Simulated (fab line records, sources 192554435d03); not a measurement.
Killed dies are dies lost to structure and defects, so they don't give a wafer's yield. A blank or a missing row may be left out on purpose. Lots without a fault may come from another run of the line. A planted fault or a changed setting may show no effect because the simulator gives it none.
Chamber matching | flow n5_finfet | N5_BEOL_M1_DESCUM_16 on rie_diel-05: 4 sister chambers
The step chemistry O2, time 7 s. 18 wafers are shown with their chamber, then 9 later ones without.

WAFERS WITH THEIR CHAMBER
wafer  | chamber | throttle_valve_pct (%) | showerhead_plenum_p_Torr (Torr) | drypump_motor_current_A (A)
L076.3 | 1       | 20.19                  | 2.17                            | 5.7
L076.4 | 1       | 20.17                  | 2.17                            | 5.7
L076.6 | 0       | 20.26                  | 2.05                            | 5.8
L079.2 | 1       | 20.21                  | 2.17                            | 5.6
L079.4 | 2       | 20.22                  | 2.13                            | 5.9
L079.6 | 2       | 20.24                  | 2.13                            | 5.9
L080.4 | 2       | 20.23                  | 2.13                            | 5.9
L080.5 | 0       | 20.28                  | 2.05                            | 5.9
L080.6 | 3       | 20.75                  | 2.05                            | 6.4
L083.1 | 1       | 20.19                  | 2.17                            | 5.7
L083.3 | 0       | 20.28                  | 2.04                            | 5.9
L083.5 | 1       | 20.22                  | 2.17                            | 5.6
L087.1 | 1       | 20.22                  | 2.16                            | 5.6
L087.4 | 3       | 20.76                  | 2.05                            | 6.4
L087.5 | 2       | 20.27                  | 2.12                            | 5.8
L090.3 | 2       | 20.25                  | 2.12                            | 5.9
L090.5 | 0       | 20.29                  | 2.04                            | 5.9
L090.6 | 1       | 20.23                  | 2.16                            | 5.7

SIGNATURES (means of the wafers above)
reading                  | chamber 0 | chamber 1 | chamber 2 | chamber 3 | scatter within a chamber
throttle_valve_pct       | 20.2775   | 20.2043   | 20.2420   | 20.7550   | 0.0185
showerhead_plenum_p_Torr | 2.0450    | 2.1671    | 2.1260    | 2.0500    | 0.00509
drypump_motor_current_A  | 5.875     | 5.657     | 5.880     | 6.400     | 0.0483
Rule: a wafer's distance from a chamber is the root of the sum, over the readings, of the square of ((its reading less the chamber's mean) divided by the reading's scatter). The wafer belongs to the nearest chamber; if the next one is less than 2 further off, it can't be placed. The scatter: the root of (the sum of the squares of (reading less its chamber's mean) over the shown wafers, divided by (wafers less chambers)).

WAFERS WITHOUT THEIR CHAMBER
wafer  | throttle_valve_pct (%) | showerhead_plenum_p_Torr (Torr) | drypump_motor_current_A (A)
L093.2 | 20.26                  | 2.16                            | 5.7
L093.4 | 20.27                  | 2.12                            | 5.9
L093.5 | 20.29                  | 2.12                            | 5.9
L095.1 | 20.76                  | 2.05                            | 6.4
L095.4 | 20.23                  | 2.16                            | 5.7
L095.5 | 20.24                  | 2.16                            | 5.7
L097.1 | 20.25                  | 2.15                            | 5.6
L097.2 | 20.30                  | 2.04                            | 5.8
L097.6 | 20.79                  | 2.05                            | 6.4

WHICH CHAMBER EACH WENT THROUGH
wafer  | from the rows above | in truth
L093.2 | 1                   | 1
L093.4 | 2                   | 2
L093.5 | 2                   | 2
L095.1 | 3                   | 3
L095.4 | 1                   | 1
L095.5 | 1                   | 1
L097.1 | 1                   | 1
L097.2 | 0                   | 0
L097.6 | 3                   | 3
Placed correctly: 9 of 9. Can't be placed from these rows: 0. Placed wrongly: 0.
